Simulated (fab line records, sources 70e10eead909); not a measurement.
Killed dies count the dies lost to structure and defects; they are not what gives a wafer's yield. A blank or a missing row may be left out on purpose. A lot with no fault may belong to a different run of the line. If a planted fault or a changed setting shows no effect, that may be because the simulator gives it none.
Chamber matching / flow nand-harc / NHARC_A_SGD_CUT_ETCHBACK_24 on rie-diel-10 has 4 sister chambers
The step etches the open film in CH3F/O2, target depth 50 nm, time 92.857 s. 8 wafers are shown with their chamber, then 8 later ones without.

== WAFERS, EACH WITH ITS CHAMBER ==
wafer=L076.5; chamber=1; showerhead-plenum-p-Torr (Torr)=2.39; rf-vpp-V (V)=243.7
wafer=L083.4; chamber=3; showerhead-plenum-p-Torr (Torr)=2.48; rf-vpp-V (V)=244.1
wafer=L085.3; chamber=1; showerhead-plenum-p-Torr (Torr)=2.39; rf-vpp-V (V)=243.7
wafer=L085.4; chamber=0; showerhead-plenum-p-Torr (Torr)=2.59; rf-vpp-V (V)=246.1
wafer=L091.1; chamber=2; showerhead-plenum-p-Torr (Torr)=2.60; rf-vpp-V (V)=245.7
wafer=L091.3; chamber=0; showerhead-plenum-p-Torr (Torr)=2.59; rf-vpp-V (V)=246.3
wafer=L091.5; chamber=2; showerhead-plenum-p-Torr (Torr)=2.60; rf-vpp-V (V)=245.8
wafer=L089.1; chamber=3; showerhead-plenum-p-Torr (Torr)=2.47; rf-vpp-V (V)=242.7

== WAFERS MISSING THEIR CHAMBER ==
wafer=L089.4; showerhead-plenum-p-Torr (Torr)=2.60; rf-vpp-V (V)=246.6
wafer=L089.5; showerhead-plenum-p-Torr (Torr)=2.59; rf-vpp-V (V)=245.1
wafer=L097.1; showerhead-plenum-p-Torr (Torr)=2.59; rf-vpp-V (V)=247.0
wafer=L097.2; showerhead-plenum-p-Torr (Torr)=2.39; rf-vpp-V (V)=242.5
wafer=L097.3; showerhead-plenum-p-Torr (Torr)=2.47; rf-vpp-V (V)=244.6
wafer=L096.1; showerhead-plenum-p-Torr (Torr)=2.39; rf-vpp-V (V)=243.1
wafer=L096.4; showerhead-plenum-p-Torr (Torr)=2.47; rf-vpp-V (V)=243.9
wafer=L096.5; showerhead-plenum-p-Torr (Torr)=2.59; rf-vpp-V (V)=246.8

== CHAMBER TAKEN BY EACH ==
wafer=L089.4; from the rows above=can't be placed: 2 or 0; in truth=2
wafer=L089.5; from the rows above=can't be placed: 0 or 2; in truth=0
wafer=L097.1; from the rows above=0; in truth=0
wafer=L097.2; from the rows above=1; in truth=1
wafer=L097.3; from the rows above=3; in truth=3
wafer=L096.1; from the rows above=1; in truth=1
wafer=L096.4; from the rows above=3; in truth=3
wafer=L096.5; from the rows above=0; in truth=0
6 of 8 placed correctly. Unplaceable from these rows: 2, with the true chamber sitting among the candidates in 2. Wrongly placed: 0.
How it was worked out, from the rows above alone: a wafer's distance from a chamber is the root of the sum, over the readings, of the square of ((its reading less the chamber's mean) divided by the reading's scatter). If the next closest chamber is less than 2 further off than the closest, the wafer can't be placed; otherwise it belongs to the closest. For every chamber, the mean is computed from those of its wafers that are shown. The scatter is the square root of a quotient: the sum, over the shown wafers, of each reading's squared deviation from its chamber's mean, divided by wafers minus chambers.
